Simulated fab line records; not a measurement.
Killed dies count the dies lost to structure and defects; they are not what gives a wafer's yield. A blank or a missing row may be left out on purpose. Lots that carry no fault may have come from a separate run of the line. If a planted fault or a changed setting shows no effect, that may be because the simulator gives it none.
Split-lot trial + flow n5-finfet + route with 1938 steps; 7 lots, 21 wafers read

## THE SPLIT
At N5_BEOL_M0_SAQP_EXPOSE_11 (exposes mask M0 CORE, target cd 42 nm), the setting dose-mj was moved away from the recipe's 55 on 5 of the 21 wafers read, by -5.8% to -2.1%. For the rest of the wafers, this setting stayed at what the recipe calls for.

## FROM THE SPLIT TO THE READING: what the file shows between them, 2 steps
- N5_BEOL_M0_SAQP_PEB_12: peb time 60 s
- N5_BEOL_M0_SAQP_DEVELOP_13: develop time 30 s

## THE READING
cd-nm, in nm, at N5_BEOL_M0_SAQP_CD_MEAS_14 (target cd 42.5 nm). Fault-free wafers of this fab line usually give 42.6 nm, standard deviation 0.39 nm.

| wafer  | tool, chamber at the split | dose-mj as run | against the recipe | cd-nm, nm | against lot-mates on the recipe |
|--------|----------------------------|----------------|--------------------|-----------|---------------------------------|
| L075.1 | arfi-scanner-02, 0         | 55             | recipe             | 41.9      | -                               |
| L075.3 | arfi-scanner-02, 0         | 52.56          | -4.4%              | 44.4      | +2.2                            |
| L075.6 | arfi-scanner-02, 0         | 55             | recipe             | 42.4      | -                               |
| L078.2 | arfi-scanner-02, 0         | 51.82          | -5.8%              | 44.2      | +1.8                            |
| L078.3 | arfi-scanner-02, 0         | 55             | recipe             | 42.0      | -                               |
| L078.6 | arfi-scanner-02, 0         | 55             | recipe             | 42.9      | -                               |
| L080.3 | arfi-scanner-01, 0         | 55             | recipe             | 42.9      | -                               |
| L080.5 | arfi-scanner-01, 0         | 55             | recipe             | 42.3      | -                               |
| L080.6 | arfi-scanner-01, 0         | 53.75          | -2.3%              | 43.5      | +0.9                            |
| L081.4 | arfi-scanner-01, 0         | 55             | recipe             | 41.9      | -                               |
| L081.5 | arfi-scanner-01, 0         | 53.86          | -2.1%              | 43.8      | +1.9                            |
| L081.6 | arfi-scanner-01, 0         | 53.86          | -2.1%              | 43.5      | +1.6                            |
| L082.2 | arfi-scanner-01, 0         | 55             | recipe             | 42.8      | -                               |
| L082.3 | arfi-scanner-01, 0         | 55             | recipe             | 42.4      | -                               |
| L082.6 | arfi-scanner-01, 0         | 55             | recipe             | 42.5      | -                               |
| L084.1 | arfi-scanner-01, 0         | 55             | recipe             | 42.4      | -                               |
| L084.3 | arfi-scanner-01, 0         | 55             | recipe             | 43.0      | -                               |
| L084.4 | arfi-scanner-01, 0         | 55             | recipe             | 42.9      | -                               |
| L091.2 | arfi-scanner-02, 0         | 55             | recipe             | 42.7      | -                               |
| L091.5 | arfi-scanner-02, 0         | 55             | recipe             | 42.2      | -                               |
| L091.6 | arfi-scanner-02, 0         | 55             | recipe             | 42.6      | -                               |

FIT RESULTS
A straight line over all 21 wafers: cd-nm changes by -0.372 nm for each +1% of dose-mj; r = -0.86; the points scatter about the line by 0.37 nm.
The same after taking each lot's own level away (the mean of its wafers on the recipe; 21 wafers): -0.424 nm for each +1%; r = -0.86; scatter 0.41 nm.
That fit puts the effect of the largest move of dose-mj on the reading at 2.4 nm.
The lots' own levels span 41.90 to 42.77 nm, that is 2.2 times the standard deviation above.
In other words, the slope is changed by the lot-to-lot level; the two fits disagree.
Check: with one of the wafers moved furthest among these (-5.8%) left out of the fit, the line predicts +3.31 nm for it against its lot-mates. Against them it came out at +1.75 nm.

## THE FILE'S OWN FIT
cd-nm changes by -0.409 nm for each +1% of dose-mj, r = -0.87.
